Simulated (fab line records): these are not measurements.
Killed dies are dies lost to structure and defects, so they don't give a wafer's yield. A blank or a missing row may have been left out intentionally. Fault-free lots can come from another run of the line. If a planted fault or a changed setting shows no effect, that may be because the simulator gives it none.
fab line records -- flow nand-harc
[record] lots = 6, wafers = 18, last-day = 32
route steps=1302 shown P_M2@328 END@1302
lots with no fault: from the same line, run without faults
start-h: start of the lot's first displayed wafer, in hours after the record's first day -- wait-h: time in hours since the lot's previous step -- " identical to the entry in the row above -- L1.1+2: one row covering several wafers at once -- - no value, or no start given -- * or withheld: withheld -- < > ~ a bound
route shown NAME@n: a module of which the file shows steps, and the number in the route of the first -- usual: average and standard deviation across the fault-free wafers -- same: alike in all rows -- chamber/n: place in a boat -- sites: the reading at each site -- _std_site: how widely they spread, as a standard deviation -- _edge_site: mean of outer sites minus mean of inner sites -- radius-mm: for every site, how far away it sits from the centre of the wafer -- mask NAME#n: copy n -- behind: the tool/chamber that last shaped the wafer -- hold: reason for holding the lot/hours on hold/outcome of the hold -- device: the transistor (n, p or np) that didn't switch -- end of line: tests run on the same wafers once the route is complete -- where a step has no rows: the recipe by itself -- killed: count of dies lost to structure and defects at first sort (not the wafer's yield) -- map: a wafer's dies, x killed, . not, _ none there
set.NAME: the setting as run; set.NAME@STEP: as run at that earlier step -- model.NAME: the simulator's own value behind a step, which no gauge read
lots at selected steps of the route; one table per step, one row per wafer
services: a tool's chamber out of use, with start hour (start-h, from the record's first day; less than 0 if before it), hours out, and reason
[[steps]]
[step NHARC_P_M2_CD_MEAS_09]
[recipe] target-cd-nm = 170, landing-energy-ev = 500
[usual] cd-nm = 169.9/0.48
lot.wafer,tool,chamber,start-h,wait-h,cd-nm
L123.2,cd-sem-01,0,159.39,-,169.2
L123.3,cd-sem-01,0,159.39,-,169.2
L123.4,cd-sem-01,0,159.39,-,170.0
L125.3,cd-sem-02,0,183.66,-,170.0
L125.4,cd-sem-02,0,183.66,-,169.6
L125.5,cd-sem-02,0,183.66,-,170.1
L129.2,cd-sem-02,0,215.12,-,169.8
L129.3,cd-sem-02,0,215.12,-,170.1
L129.4,cd-sem-02,0,215.12,-,170.5
L137.3,cd-sem-03,0,301.11,-,169.8
L137.5,cd-sem-03,0,301.11,-,170.0
L137.6,cd-sem-03,0,301.11,-,170.1
L138.1,cd-sem-03,0,307.49,-,170.0
L138.2,cd-sem-03,0,307.49,-,170.4
L138.6,cd-sem-03,0,307.49,-,170.2
L141.4,cd-sem-03,0,335.28,-,169.7
L141.5,cd-sem-03,0,335.28,-,169.4
L141.6,cd-sem-03,0,335.28,-,170.4
[step NHARC_P_M2_OVL_MEAS_10]
[recipe] pitch-nm = 340
[usual] overlay-x-nm = -0.2/0.86, overlay-y-nm = -0.3/1
lot.wafer,tool,chamber,start-h,wait-h,overlay-x-nm,overlay-y-nm
L123.2,overlay-01,-,159.48,-,0.2,-2.0
L123.3,overlay-01,-,159.48,-,-0.2,-1.2
L123.4,overlay-01,-,159.48,-,-0.3,-1.8
L125.3,overlay-01,-,183.74,-,0.5,-2.3
L125.4,overlay-01,-,183.74,-,0.5,-2.3
L125.5,overlay-01,-,183.74,-,0.6,-2.0
L129.2,overlay-02,-,215.21,-,-0.8,0.0
L129.3,overlay-02,-,215.21,-,-0.9,-0.1
L129.4,overlay-02,-,215.21,-,-1.3,-0.7
L137.3,overlay-02,-,301.19,-,-0.3,-0.5
L137.5,overlay-02,-,301.19,-,-0.6,-1.1
L137.6,overlay-02,-,301.19,-,-0.8,-0.9
L138.1,overlay-02,-,307.58,-,-1.0,0.3
L138.2,overlay-02,-,307.58,-,-1.0,0.1
L138.6,overlay-02,-,307.58,-,-0.3,0.2
L141.4,overlay-02,-,335.37,-,-1.5,-1.3
L141.5,overlay-02,-,335.37,-,-2.4,-0.6
L141.6,overlay-02,-,335.37,-,-1.6,-1.3
[step NHARC_P_M2_INSPECT_11]
[usual] raw-defect-count = 4.9/2.7
lot.wafer,tool,chamber,start-h,wait-h,raw-defect-count
L123.2,defect-inspect-01,-,159.51,0.0,5
L123.3,defect-inspect-01,-,159.51,0.0,1
L123.4,defect-inspect-01,-,159.51,0.0,4
L125.3,defect-inspect-01,-,183.78,0.0,7
L125.4,defect-inspect-01,-,183.78,0.0,3
L125.5,defect-inspect-01,-,183.78,0.0,1
L129.2,defect-inspect-01,-,215.24,0.0,2
L129.3,defect-inspect-01,-,215.24,0.0,5
L129.4,defect-inspect-01,-,215.24,0.0,2
L137.3,defect-inspect-02,-,301.23,0.0,5
L137.5,defect-inspect-02,-,301.23,0.0,5
L137.6,defect-inspect-02,-,301.23,0.0,3
L138.1,defect-inspect-02,-,307.62,0.0,4
L138.2,defect-inspect-02,-,307.62,0.0,3
L138.6,defect-inspect-02,-,307.62,0.0,3
L141.4,defect-inspect-02,-,335.40,0.0,5
L141.5,defect-inspect-02,-,335.40,0.0,6
L141.6,defect-inspect-02,-,335.40,0.0,6
[step NHARC_P_M2_DESCUM_14]
[recipe] time-s = 3, o2-flow-sccm = 200, ar-flow-sccm = 0, bias-power-w = 0, chemistry = O2
[usual] drypump-motor-current-A = 5.74/0.28, o2-flow-sccm = 200.0/0.59, oes-product-au = 1.001/0.0074, rf-vpp-V = 57.9/0.92, showerhead-plenum-p-Torr = 1.92/0.077, throttle-valve-pct = 11.312/0.0084
[same] bias-power-w = 0
lot.wafer,tool,chamber,start-h,wait-h,drypump-motor-current-A,o2-flow-sccm,oes-product-au,rf-hours-counter-h,rf-vpp-V,showerhead-plenum-p-Torr,throttle-valve-pct
L123.3,rie-diel-10,3,159.58,0.1,5.60,200.4,0.993,5,58.4,1.97,11.320
L123.2,rie-diel-10,0,159.58,0.1,5.45,201.0,0.994,6,58.5,1.94,11.317
L123.4,rie-diel-10,1,159.58,0.1,6.05,199.7,0.990,6,57.9,1.85,11.307
L125.3,rie-diel-12,3,183.86,0.1,5.84,200.3,1.003,6,57.0,1.93,11.316
L125.5,rie-diel-12,2,183.86,0.1,5.51,199.4,0.997,-,59.5,1.78,11.305
L125.4,rie-diel-12,3,183.86,0.1,5.84,199.6,1.004,-,58.2,1.93,11.302
L129.3,rie-diel-10,0,215.30,0.1,5.47,199.4,0.999,8,56.9,1.94,11.316
L129.2,rie-diel-10,1,215.30,0.1,6.06,200.4,1.007,8,57.8,1.85,11.308
L129.4,rie-diel-10,2,215.30,0.1,6.14,200.0,0.994,7,57.9,2.04,11.321
L137.3,rie-diel-12,0,301.29,0.1,5.39,200.2,0.996,1,58.5,1.88,11.320
L137.6,rie-diel-12,2,301.29,0.1,5.52,201.1,1.006,-,56.0,1.78,11.316
L137.5,rie-diel-12,3,301.29,0.1,5.84,199.9,1.003,-,55.5,1.92,11.315
L138.1,rie-diel-10,3,307.70,0.1,5.58,200.0,0.977,2,58.3,1.97,11.319
L138.2,rie-diel-10,0,307.70,0.1,5.47,199.9,0.989,3,59.6,1.94,11.322
L138.6,rie-diel-10,1,307.70,0.1,6.03,200.6,1.002,-,56.9,1.85,11.299
L141.4,rie-diel-10,0,335.46,0.1,5.46,200.9,0.987,5,57.8,1.94,11.313
L141.6,rie-diel-10,0,335.46,0.1,5.47,200.1,0.993,-,59.3,1.94,11.296
L141.5,rie-diel-10,1,335.46,0.1,6.07,199.6,0.989,-,56.4,1.85,11.312
[step NHARC_P_M2_ETCH_35]
[recipe] target-depth-a = 400, overetch-a = 120, time-s = 43.94, ion-energy-ev = 200, n2-flow-sccm = 150, h2-flow-sccm = 150, ar-flow-sccm = 0, rf-w = 400, bias-w = 150, chemistry = N2/H2
[usual] drypump-motor-current-A = 5.74/0.27, oes-product-au = 1.000/0.0071, rf-vpp-V = 430.6/2.5, showerhead-plenum-p-Torr = 2.05/0.086, throttle-valve-pct = 14.172/0.0088
lot.wafer,tool,chamber,start-h,wait-h,drypump-motor-current-A,oes-product-au,rf-hours-counter-h,rf-vpp-V,showerhead-plenum-p-Torr,throttle-valve-pct
L123.2,rie-diel-10,2,159.66,0.1,6.13,0.995,4,434.5,2.18,14.181
L123.3,rie-diel-10,0,159.66,0.1,5.48,0.994,6,431.2,2.07,14.180
L123.4,rie-diel-10,1,159.66,0.1,6.03,1.000,6,429.3,1.97,14.163
L125.3,rie-diel-12,2,183.94,0.1,5.51,1.006,6,426.7,1.90,14.180
L125.4,rie-diel-12,2,183.94,0.1,5.51,1.003,-,425.4,1.90,14.181
L125.5,rie-diel-12,3,183.94,0.1,5.85,1.009,-,431.2,2.05,14.173
L129.3,rie-diel-10,3,215.39,0.1,5.63,1.002,8,431.2,2.10,14.176
L129.2,rie-diel-10,1,215.39,0.1,6.07,1.003,8,428.7,1.97,14.163
L129.4,rie-diel-10,2,215.39,0.1,6.13,1.000,7,435.9,2.18,14.180
L137.3,rie-diel-12,2,301.40,0.1,5.54,1.001,1,427.4,1.90,14.184
L137.5,rie-diel-12,0,301.40,0.1,5.37,1.001,-,429.0,2.00,14.162
L137.6,rie-diel-12,2,301.40,0.1,5.52,1.016,-,428.6,1.90,14.180
L138.1,rie-diel-10,2,307.77,0.1,6.13,0.993,2,434.5,2.18,14.177
L138.2,rie-diel-10,3,307.77,0.1,5.60,0.981,3,431.9,2.10,14.173
L138.6,rie-diel-10,2,307.77,0.1,6.13,0.998,-,433.6,2.18,14.179
L141.4,rie-diel-10,3,335.56,0.1,5.60,1.000,4,432.4,2.10,14.173
L141.5,rie-diel-10,0,335.56,0.1,5.48,0.995,-,431.3,2.07,14.182
L141.6,rie-diel-10,1,335.56,0.1,6.02,1.002,-,428.4,1.97,14.158
[step NHARC_P_M2_ETCH_15]
[recipe] target-depth-a = 1825, time-s = 91.2, c4f8-flow-sccm = withheld, ar-flow-sccm = 400, rf-w = 600, bias-w = 300, chemistry = C4F8/Ar
[usual] oes-product-au = 0.949/0.024, rf-vpp-V = 441.2/2.4
lot.wafer,tool,chamber,start-h,wait-h,oes-product-au,rf-hours-counter-h,rf-vpp-V
L123.3,rie-diel-10,3,-,-,0.947,5,441.8
L123.4,rie-diel-10,1,-,-,0.989,6,439.1
L123.2,rie-diel-10,2,-,-,0.981,4,443.7
L125.3,rie-diel-12,3,-,-,0.973,6,439.8
L125.4,rie-diel-12,1,-,-,0.958,-,443.2
L125.5,rie-diel-12,2,-,-,0.962,-,436.3
L129.3,rie-diel-10,0,-,-,0.913,8,441.2
L129.4,rie-diel-10,1,-,-,0.928,8,439.3
L129.2,rie-diel-10,2,-,-,0.924,7,444.3
L137.3,rie-diel-12,2,-,-,0.968,1,437.3
L137.5,rie-diel-12,2,-,-,0.980,-,437.0
L137.6,rie-diel-12,3,-,-,0.971,-,442.3
L138.1,rie-diel-10,3,-,-,0.920,3,443.3
L138.2,rie-diel-10,0,-,-,0.924,3,443.0
L138.6,rie-diel-10,1,-,-,0.926,-,438.8
L141.4,rie-diel-10,3,-,-,0.913,4,442.0
L141.5,rie-diel-10,1,-,-,0.931,-,439.7
L141.6,rie-diel-10,2,-,-,0.918,-,445.8
[step NHARC_P_M2_CD_MEAS_16]
[usual] cd-nm = 169.8/0.61
lot.wafer,tool,chamber,start-h,wait-h,cd-nm
L123.2,cd-sem-02,-,159.88,-,169.7
L123.3,cd-sem-02,-,159.88,-,169.4
L123.4,cd-sem-02,-,159.88,-,170.2
L125.3,cd-sem-02,-,184.19,-,170.1
L125.4,cd-sem-02,-,184.19,-,169.6
L125.5,cd-sem-02,-,184.19,-,169.5
L129.2,cd-sem-02,-,215.61,-,169.2
L129.3,cd-sem-02,-,215.61,-,170.4
L129.4,cd-sem-02,-,215.61,-,170.6
L137.3,cd-sem-01,-,301.65,-,169.2
L137.5,cd-sem-01,-,301.65,-,170.0
L137.6,cd-sem-01,-,301.65,-,170.1
L138.1,cd-sem-02,-,307.98,-,170.1
L138.2,cd-sem-02,-,307.98,-,170.0
L138.6,cd-sem-02,-,307.98,-,169.5
L141.4,cd-sem-03,-,335.77,-,170.0
L141.5,cd-sem-03,-,335.77,-,169.4
L141.6,cd-sem-03,-,335.77,-,170.1
[step NHARC_P_M2_STRIP_18]
[recipe] power-w = 1000, n2-flow-sccm = 150, h2-flow-sccm = 150, ar-flow-sccm = 0, bias-w = 0, chemistry = N2/H2
[step NHARC_P_M2_ETCH_28]
[recipe] target-depth-a = 300, over-etch-frac = 0.3, time-s = 72.99, ion-energy-ev = 150, cf4-flow-sccm = 50, n2-flow-sccm = 100, ar-flow-sccm = 150, rf-w = 300, bias-w = 100, chemistry = CF4/N2
[step NHARC_P_M2_STRIP_19]
[recipe] time-s = 600, temp-c = 30, chemistry = post-etch-residue-remover
[step NHARC_P_M2_DEGAS_29]
[recipe] temp-c = 250, time-s = 60
[step NHARC_P_M2_PRE_CLEAN_30]
[recipe] time-s = 30, temp-c = 280, gas = H2/He
[usual] heater-power-w = 443/31
lot.wafer,tool,chamber,start-h,wait-h,heater-power-w
L123.2,pvd-sputter-02,-,-,-,397
L123.3,pvd-sputter-02,-,-,-,437
L123.4,pvd-sputter-02,-,-,-,461
L125.4,pvd-sputter-02,-,-,-,471
L125.3,pvd-sputter-02,-,-,-,442
L125.5,pvd-sputter-02,-,-,-,464
L129.2,pvd-sputter-02,-,-,-,435
L129.4,pvd-sputter-02,-,-,-,467
L129.3,pvd-sputter-02,-,-,-,401
L137.3,pvd-sputter-01,-,-,-,419
L137.5,pvd-sputter-01,-,-,-,389
L137.6,pvd-sputter-01,-,-,-,465
L138.1,pvd-sputter-01,-,-,-,458
L138.2,pvd-sputter-01,-,-,-,421
L138.6,pvd-sputter-01,-,-,-,481
L141.4,pvd-sputter-01,-,-,-,383
L141.6,pvd-sputter-01,-,-,-,467
L141.5,pvd-sputter-01,-,-,-,416
[step NHARC_P_M2_PVD_20]
[recipe] target-thk-a = 50, bias-v = 168.6, power-w = 15000, chamber-pressure-pa = 0.12, time-s = 8.06, substrate-temp-c = 50, material = TaN
[usual] throttle-valve-pct = 30.1/1.2, time-s = 8.06/0
lot.wafer,tool,chamber,start-h,wait-h,throttle-valve-pct,time-s
L123.4,pvd-sputter-02,-,160.77,-,31.8,8.06
L123.2,pvd-sputter-02,-,160.77,-,31.5,8.06
L123.3,pvd-sputter-02,-,160.77,-,28.8,8.06
L125.3,pvd-sputter-02,-,185.05,-,32.1,8.06
L125.4,pvd-sputter-02,-,185.05,-,31.5,12.42
L125.5,pvd-sputter-02,-,185.05,-,28.6,8.06
L129.4,pvd-sputter-02,-,216.51,-,31.3,12.42
L129.3,pvd-sputter-02,-,216.51,-,28.6,8.06
L129.2,pvd-sputter-02,-,216.51,-,28.6,12.42
L137.3,pvd-sputter-01,-,302.48,-,30.8,8.06
L137.5,pvd-sputter-01,-,302.48,-,30.9,8.06
L137.6,pvd-sputter-01,-,302.48,-,31.2,8.06
L138.2,pvd-sputter-01,-,308.90,-,30.7,8.06
L138.1,pvd-sputter-01,-,308.90,-,31.2,8.06
L138.6,pvd-sputter-01,-,308.90,-,28.9,8.06
L141.4,pvd-sputter-01,-,336.59,-,29.3,8.06
L141.6,pvd-sputter-01,-,336.59,-,29.2,8.06
L141.5,pvd-sputter-01,-,336.59,-,30.9,8.06
[step NHARC_P_M2_PVD_21]
[recipe] target-thk-a = 300, chamber-pressure-pa = 5, power-w = 5000, substrate-temp-c = 30, time-s = 20.49, material = Cu
[usual] throttle-valve-pct = 30.2/1.2, time-s = 20.49/0
lot.wafer,tool,chamber,start-h,wait-h,throttle-valve-pct,time-s
L123.3,pvd-sputter-02,-,-,-,28.7,20.49
L123.4,pvd-sputter-02,-,-,-,28.8,20.49
L123.2,pvd-sputter-02,-,-,-,31.5,20.49
L125.3,pvd-sputter-02,-,-,-,31.4,20.49
L125.4,pvd-sputter-02,-,-,-,29.1,20.49
L125.5,pvd-sputter-02,-,-,-,28.8,20.49
L129.2,pvd-sputter-02,-,-,-,31.6,20.49
L129.4,pvd-sputter-02,-,-,-,28.6,20.49
L129.3,pvd-sputter-02,-,-,-,32.3,20.49
L137.3,pvd-sputter-01,-,-,-,29.3,20.49
L137.6,pvd-sputter-01,-,-,-,29.2,20.49
L137.5,pvd-sputter-01,-,-,-,30.8,20.49
L138.1,pvd-sputter-01,-,-,-,30.9,20.49
L138.2,pvd-sputter-01,-,-,-,31.1,20.49
L138.6,pvd-sputter-01,-,-,-,30.8,20.49
L141.4,pvd-sputter-01,-,-,-,31.1,20.49
L141.6,pvd-sputter-01,-,-,-,30.7,20.49
L141.5,pvd-sputter-01,-,-,-,31.2,20.49
[step NHARC_END_SORT_01]
[recipe] temp-c = 25
[usual] defect-limited-yield = 91/3.4, killed-at-array = 54/23, killed-at-other = 1.2/1.5, killed-at-periphery = 3.9/2.5, killed-dies = 59/23, killed-open = 3.2/1.7, killed-short = 2.4/1.6, sort_bin_2_pct = 3.0/1.4, sort_bin_3_pct = 0.7/0.45, sort_bin_4_pct = 5.0/1.9, sort-n-pass = 618/23, sort-rim-yield-pct = 92/3.8, sort-yield-pct = 91/3.4
[same] gross-dies = 677, sort_bin_5_pct[%] = 0, sort_bin_6_pct[%] = 0, sort_bin_7_pct[%] = 0, sort_bin_8_pct[%] = 0, sort-rim-n-gross = 106.00
lot.wafer,tool,chamber,start-h,wait-h,defect-limited-yield[%],killed-at-array,killed-at-other,killed-at-periphery,killed-dies,killed-open,killed-short,sort_bin_2_pct[%],sort_bin_3_pct[%],sort_bin_4_pct[%],sort-n-pass,sort-rim-yield-pct[%],sort-yield-pct[%]
L125.3,prober-01,0,616.92,3.1,95,32,1,4,37,3,3,1.2,0.9,3.4,640,96,95
L125.4,prober-01,0,617.71,3.4,95,34,0,1,35,2,3,1.0,0.1,4.0,642,95,95
L125.5,prober-01,0,618.51,3.7,97,16,2,1,19,3,2,0.9,0,1.9,658,96,97
L129.2,prober-02,0,650.27,2.8,89,75,0,1,76,3,0,3.8,1.3,6.1,601,87,89
L129.3,prober-02,0,651.07,3.1,88,76,0,2,78,5,4,3.8,1.3,6.4,599,92,88
L129.4,prober-02,0,651.88,3.4,91,61,1,2,64,4,1,3.0,0.3,6.2,613,89,91
L137.3,prober-01,0,743.78,3.1,91,56,0,3,59,2,6,4.0,0.6,4.1,618,92,91
L137.5,prober-01,0,745.39,3.7,91,59,0,3,62,3,2,2.8,0.9,5.5,615,88,91
L137.6,prober-01,0,746.19,4.0,93,44,0,6,50,4,1,2.7,0.6,4.1,627,88,93
L138.1,prober-02,0,748.90,2.6,88,73,2,3,78,3,2,3.0,1.2,7.4,599,91,88
L138.2,prober-02,0,749.71,2.9,90,58,2,6,66,5,0,3.8,0.4,5.5,611,89,90
L138.6,prober-02,0,752.96,4.1,89,71,1,0,72,1,0,4.3,0.9,5.5,605,95,89
// killed by level:class
L125.3 A_CHANNEL_HOLE_D2:chamber-film-flake=7 A_CONTACT:chamber-film-flake=6 P_GATE:chamber-film-flake=4 A_CHANNEL_FILL_D1:chamber-film-flake=4 A_M1:chamber-film-flake=3 A_CHANNEL_HOLE_D1:chamber-film-flake=2 A_STAIRCASE:chamber-film-flake=2 A_CHANNEL_HOLE_D1:geometric-particle:short=1
L125.4 A_CHANNEL_HOLE_D2:chamber-film-flake=12 A_M1:chamber-film-flake=5 A_CHANNEL_HOLE_D1:chamber-film-flake=3 A_STAIRCASE:chamber-film-flake=2 A_WL_FILL:chamber-film-flake=2 A_ONON_D1:geometric-particle:short=1 A_CHANNEL_FILL_D1:geometric-particle:short=1 A_ONON_D2:geometric-particle:short=1
L125.5 A_CHANNEL_HOLE_D2:chamber-film-flake=4 A_WL_FILL:chamber-film-flake=2 A_M1:chamber-film-flake=2 THIN_TSV:chamber-film-flake=2 A_ONON_D1:geometric-particle:short=1 A_ONON_D1:geometric-particle:open=1 A_CHANNEL_HOLE_D2:geometric-particle:open=1 A_CONTACT:geometric-particle:open=1
L129.2 A_CHANNEL_HOLE_D1:chamber-film-flake=27 A_SLIT:chamber-film-flake=24 A_CHANNEL_HOLE_D2:chamber-film-flake=19 A_CHANNEL_FILL_D1:geometric-particle:open=2 A_CONTACT:chamber-film-flake=2 P_GATE:geometric-particle:open=1 A_WL_FILL:chamber-film-flake=1
L129.3 A_CHANNEL_HOLE_D1:chamber-film-flake=32 A_SLIT:chamber-film-flake=24 A_CHANNEL_HOLE_D2:chamber-film-flake=10 A_M0:geometric-particle:open=2 P_M1:geometric-particle:open=1 A_SOURCE_PLATE:geometric-particle:short=1 A_CHANNEL_FILL_D1:geometric-particle:short=1 A_CHANNEL_FILL_D1:geometric-particle:open=1
L129.4 A_CHANNEL_HOLE_D1:chamber-film-flake=30 A_SLIT:chamber-film-flake=17 A_CHANNEL_HOLE_D2:chamber-film-flake=9 P_M0:geometric-particle:open=1 A_SOURCE_PLATE:geometric-particle:open=1 A_CHANNEL_FILL_D2:geometric-particle:short=1 A_CONTACT:geometric-particle:open=1 P_GATE:chamber-film-flake=1
L137.3 A_SLIT:chamber-film-flake=19 A_CHANNEL_HOLE_D2:chamber-film-flake=17 A_CHANNEL_HOLE_D1:chamber-film-flake=4 A_DECK1_JOINT:geometric-particle:short=3 P_M0:chamber-film-flake=3 A_STAIRCASE:chamber-film-flake=3 A_CONTACT:chamber-film-flake=3 A_WL_FILL:chamber-film-flake=2
L137.5 A_SLIT:chamber-film-flake=24 A_CHANNEL_HOLE_D2:chamber-film-flake=12 A_CHANNEL_HOLE_D1:chamber-film-flake=10 A_CONTACT:chamber-film-flake=5 A_M0:geometric-particle:open=2 P_M2:chamber-film-flake=2 A_STAIRCASE:chamber-film-flake=2 A_SOURCE_PLATE:geometric-particle:short=1
L137.6 A_CHANNEL_HOLE_D2:chamber-film-flake=13 A_CHANNEL_HOLE_D1:chamber-film-flake=11 A_SLIT:chamber-film-flake=10 P_M2:chamber-film-flake=3 A_M0:geometric-particle:open=2 P_M0:chamber-film-flake=2 P_M1:geometric-particle:open=1 A_CHANNEL_FILL_D2:geometric-particle:open=1
L138.1 A_CHANNEL_HOLE_D1:chamber-film-flake=27 A_CHANNEL_HOLE_D2:chamber-film-flake=25 A_CONTACT:chamber-film-flake=6 A_SLIT:chamber-film-flake=5 A_STAIRCASE:chamber-film-flake=2 HYBRID_BOND:chamber-film-flake=2 P_CONTACT:geometric-particle:open=1 A_ONON_D1:geometric-particle:short=1
L138.2 A_CHANNEL_HOLE_D1:chamber-film-flake=30 A_CHANNEL_HOLE_D2:chamber-film-flake=15 A_STAIRCASE:chamber-film-flake=5 A_CONTACT:chamber-film-flake=3 P_CONTACT:geometric-particle:open=2 P_STI:chamber-film-flake=2 P_BONDPAD:chamber-film-flake=2 THIN_TSV:chamber-film-flake=2
L138.6 A_CHANNEL_HOLE_D1:chamber-film-flake=35 A_CHANNEL_HOLE_D2:chamber-film-flake=17 A_CONTACT:chamber-film-flake=7 A_STAIRCASE:chamber-film-flake=3 A_WL_FILL:chamber-film-flake=3 A_SLIT:chamber-film-flake=2 A_CONTACT:geometric-particle:open=1 A_CHANNEL_FILL_D1:chamber-film-flake=1
[[services]]
tool,chamber,start-h,hours,kind
rie-diel-10,0,148.14,-,clean
rie-diel-10,1,148.14,-,clean
rie-diel-10,2,148.14,-,clean
rie-diel-10,3,148.14,-,clean
rie-diel-10,0,172.64,-,clean
rie-diel-10,1,172.64,-,clean
rie-diel-10,2,172.64,-,clean
rie-diel-10,3,172.64,-,clean
rie-diel-10,0,197.14,-,clean
rie-diel-10,1,197.14,-,clean
rie-diel-10,2,197.14,-,clean
rie-diel-10,3,197.14,-,clean
rie-diel-10,0,221.64,-,clean
rie-diel-10,1,221.64,-,clean
rie-diel-10,2,221.64,-,clean
rie-diel-10,3,221.64,-,clean
pvd-sputter-01,-,226.09,10.0,pm
rie-diel-12,-,238.32,0.4,repair
rie-diel-10,-,242.50,9.0,pm
rie-diel-10,-,261.09,1.0,repair
rie-diel-12,-,268.56,9.0,pm
rie-diel-12,1,282.79,38.4,repair
rie-diel-12,2,286.14,3.1,repair
rie-diel-12,-,335.32,3.6,repair
[[key]]
[first-sign] step = NHARC_P_M2_PVD_20, reading = time-s, direction = up, sigmas = 99+, usual = *, struck = *
effect none on later readings
met-at NHARC_P_M2_PVD_20
struck-wafers L125.4,L129.2,L129.4
onset-between 160.77 185.05
[fault] kind = process-parameter-drift, tool = pvd-sputter-02, chamber = -, onset-h = 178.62, steps = NHARC_P_M2_PVD_20, channel = time-s, offset = *, shape = step, end-h = 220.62, scope = struck-wafers-only, acts-in = *, stated = *
